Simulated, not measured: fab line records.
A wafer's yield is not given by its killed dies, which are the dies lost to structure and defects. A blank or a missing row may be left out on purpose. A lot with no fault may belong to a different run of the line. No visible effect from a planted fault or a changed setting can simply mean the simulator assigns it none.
Matching of chambers / flow n5_finfet / rie_diel-03 running N5_MOL_CONTACT_COAG_ETCH_124: 4 sister chambers
The step etches SiNx in CH3F/O2, stops on SiOC, target depth 6.5 nm. 16 wafers are shown with their chamber, then 8 later ones without.

## EACH WAFER AND ITS CHAMBER
wafer=L074.1; chamber=1; drypump_motor_current_A (A)=6.3; throttle_valve_pct (%)=16.06; rf_vpp_V (V)=303
wafer=L074.3; chamber=0; drypump_motor_current_A (A)=5.2; throttle_valve_pct (%)=16.29; rf_vpp_V (V)=299
wafer=L074.5; chamber=0; drypump_motor_current_A (A)=5.2; throttle_valve_pct (%)=16.31; rf_vpp_V (V)=297
wafer=L075.1; chamber=3; drypump_motor_current_A (A)=5.7; throttle_valve_pct (%)=16.11; rf_vpp_V (V)=295
wafer=L075.4; chamber=2; drypump_motor_current_A (A)=5.6; throttle_valve_pct (%)=16.29; rf_vpp_V (V)=304
wafer=L075.6; chamber=3; drypump_motor_current_A (A)=5.7; throttle_valve_pct (%)=16.11; rf_vpp_V (V)=294
wafer=L077.2; chamber=1; drypump_motor_current_A (A)=6.2; throttle_valve_pct (%)=16.06; rf_vpp_V (V)=303
wafer=L077.3; chamber=0; drypump_motor_current_A (A)=5.2; throttle_valve_pct (%)=16.29; rf_vpp_V (V)=299
wafer=L077.4; chamber=3; drypump_motor_current_A (A)=5.7; throttle_valve_pct (%)=16.10; rf_vpp_V (V)=294
wafer=L078.1; chamber=3; drypump_motor_current_A (A)=5.7; throttle_valve_pct (%)=16.12; rf_vpp_V (V)=294
wafer=L078.3; chamber=0; drypump_motor_current_A (A)=5.2; throttle_valve_pct (%)=16.31; rf_vpp_V (V)=296
wafer=L078.6; chamber=3; drypump_motor_current_A (A)=5.7; throttle_valve_pct (%)=16.11; rf_vpp_V (V)=296
wafer=L080.1; chamber=0; drypump_motor_current_A (A)=5.2; throttle_valve_pct (%)=16.33; rf_vpp_V (V)=298
wafer=L080.3; chamber=3; drypump_motor_current_A (A)=5.7; throttle_valve_pct (%)=16.10; rf_vpp_V (V)=294
wafer=L080.4; chamber=1; drypump_motor_current_A (A)=6.3; throttle_valve_pct (%)=16.07; rf_vpp_V (V)=303
wafer=L082.1; chamber=1; drypump_motor_current_A (A)=6.3; throttle_valve_pct (%)=16.09; rf_vpp_V (V)=302

SIGNATURES (means of the wafers above)
reading=drypump_motor_current_A; chamber 0=5.200; chamber 1=6.275; chamber 2=5.600; chamber 3=5.700; scatter within a chamber=0.025
reading=throttle_valve_pct; chamber 0=16.3060; chamber 1=16.0700; chamber 2=16.2900; chamber 3=16.1083; scatter within a chamber=0.0129
reading=rf_vpp_V; chamber 0=297.80; chamber 1=302.75; chamber 2=304.00; chamber 3=294.50; scatter within a chamber=0.96
Rule: for a wafer and a chamber, the distance is found by dividing, reading by reading, the gap between the wafer's reading and the chamber's mean by the reading's scatter, squaring, summing and taking the root. The wafer belongs to the nearest chamber; if the next one is less than 2 further off, it can't be placed. The scatter is the square root of a quotient: the sum, over the shown wafers, of each reading's squared deviation from its chamber's mean, divided by wafers minus chambers.

## WAFERS WHOSE CHAMBER IS MISSING
wafer=L082.3; drypump_motor_current_A (A)=5.2; throttle_valve_pct (%)=16.32; rf_vpp_V (V)=298
wafer=L082.6; drypump_motor_current_A (A)=5.7; throttle_valve_pct (%)=16.15; rf_vpp_V (V)=294
wafer=L083.1; drypump_motor_current_A (A)=6.3; throttle_valve_pct (%)=16.06; rf_vpp_V (V)=304
wafer=L083.2; drypump_motor_current_A (A)=5.7; throttle_valve_pct (%)=16.15; rf_vpp_V (V)=293
wafer=L083.3; drypump_motor_current_A (A)=5.2; throttle_valve_pct (%)=16.31; rf_vpp_V (V)=299
wafer=L092.2; drypump_motor_current_A (A)=5.7; throttle_valve_pct (%)=16.17; rf_vpp_V (V)=294
wafer=L092.3; drypump_motor_current_A (A)=6.3; throttle_valve_pct (%)=16.10; rf_vpp_V (V)=302
wafer=L092.6; drypump_motor_current_A (A)=5.1; throttle_valve_pct (%)=16.38; rf_vpp_V (V)=298

## THE CHAMBER EACH PASSED THROUGH
wafer=L082.3; from the rows above=0; in truth=0
wafer=L082.6; from the rows above=3; in truth=3
wafer=L083.1; from the rows above=1; in truth=1
wafer=L083.2; from the rows above=3; in truth=3
wafer=L083.3; from the rows above=0; in truth=0
wafer=L092.2; from the rows above=3; in truth=3
wafer=L092.3; from the rows above=1; in truth=1
wafer=L092.6; from the rows above=0; in truth=0
Correct placement for 8 of the 8. Number that these rows cannot place: 0. Number placed wrongly: 0.
